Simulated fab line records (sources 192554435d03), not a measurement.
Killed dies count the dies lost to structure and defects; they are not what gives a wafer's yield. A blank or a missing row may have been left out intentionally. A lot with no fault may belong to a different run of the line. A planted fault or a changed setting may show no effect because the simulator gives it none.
A lot that was struck, set against a sound lot | flow n5 finfet | 14 out of 1938 route steps
Sound: these wafers, L916.4, L916.5, L916.6. Wafers L930.2, L930.4, L930.6 were the ones struck. The cause comes at the end.
Each step with rows lists, per side, the tool, then ch with its chambers, then its first start. Under that, the readings that differ: sound wafers | struck wafers | difference of the means | sigmas: that difference in standard deviations of wafers without a fault.
alike: readings whose means differ by less than 2 such deviations, and words and numbers that are the same on both sides. not compared: withheld readings, readings that some wafer has no value for, bounds like >300 that may hide the same value, and numbers for which the record gives no deviation and whose values overlap.
A row with sigmas, a row that says differs or no value, or rows on one side alone: a step with any of these is where the two part. Numbers that don't overlap but have no deviation are shown without sigmas and don't part them. Lack of a reading on every wafer of one side parts them only where that side has two or more wafers.

N5_BEOL_M8_STRIP_67: strips in CF4.
  sound on rie diel-02 ch 0,3, day 9 08:33; struck on rie diel-02 ch 1,2,3, day 12 17:40
  alike: drypump motor current A, oes product au, rf vpp V, showerhead plenum p Torr, throttle valve pct
  not compared: rf hours counter h
N5_BEOL_M8_HM_OPEN_17: chemistry Cl2/BCl3, target TiN, target depth 20 nm, overetch 6 nm.
  sound on rie metal-02 ch 0,1, day 9 08:38; struck on rie metal-02 ch 1, day 12 17:43
  alike: drypump motor current A, oes product au, throttle valve pct
  not compared: rf hours counter h
N5_BEOL_M8_STRIP_19: strips in O2.
  sound on rie diel-01 ch 0,1,2, day 9 08:43; struck on rie diel-02 ch 1,3, day 12 17:57
  alike: drypump motor current A, oes product au, rf vpp V, showerhead plenum p Torr, throttle valve pct
  not compared: rf hours counter h
N5_BEOL_M8_CD_MEAS_18: pitch 80 nm, target cd 40 nm.
  sound: cd sem-01 at day 9 08:47; struck: cd sem-01 at day 12 18:01
  alike: cd nm
then, 8 steps without rows for these wafers: N5_BEOL_M8_COAT_63 (time 60 s, resist thk 60 nm); N5_BEOL_M8_COAT_64 (time 60 s, resist thk 12 nm); N5_BEOL_M8_COAT_71 (time 60 s, resist thk 5 nm); N5_BEOL_M8_COAT_22 (resist thk 30 nm); N5_BEOL_M8_EBR_24; N5_BEOL_M8_SOFTBAKE_23 (time 60 s); N5_BEOL_M8_EXPOSE_25 (exposes mask V7, target cd 40 nm); N5_BEOL_M8_PEB_26 (peb time 60 s).
N5_BEOL_M8_DEVELOP_27: develop time 30 s.
  sound on litho track-03 ch 0, day 9 09:10; struck on litho track-04, day 12 23:04
  no value came back on the struck wafers for chill plate temp C (C), develop time s (s); on the sound wafers chill plate temp C (C) reads 22.74 22.85 22.91
  reading                                      | sound          | struck       | difference | sigmas
  model.CAR-EUV_of_BEOL_M8_COAT_22.thk nm (nm) | 29.6 29.6 29.6 | 30 29.8 29.8 | +0         |
N5_BEOL_M8_CD_MEAS_28: the cd target is 40 nm.
  sound on cd sem-02 ch 0, day 9 09:13; struck on cd sem-01 ch 0, day 12 23:07
  reading    | sound             | struck | difference                    | sigmas
  cd nm (nm) | 39.79 40.16 40.20 | - - -  | no value on the struck wafers |

WHERE THEY PART
At N5_BEOL_M8_DEVELOP_27 first; at N5_BEOL_M8_CD_MEAS_28 last (within this record only).

WHY: what had been put in by the simulator
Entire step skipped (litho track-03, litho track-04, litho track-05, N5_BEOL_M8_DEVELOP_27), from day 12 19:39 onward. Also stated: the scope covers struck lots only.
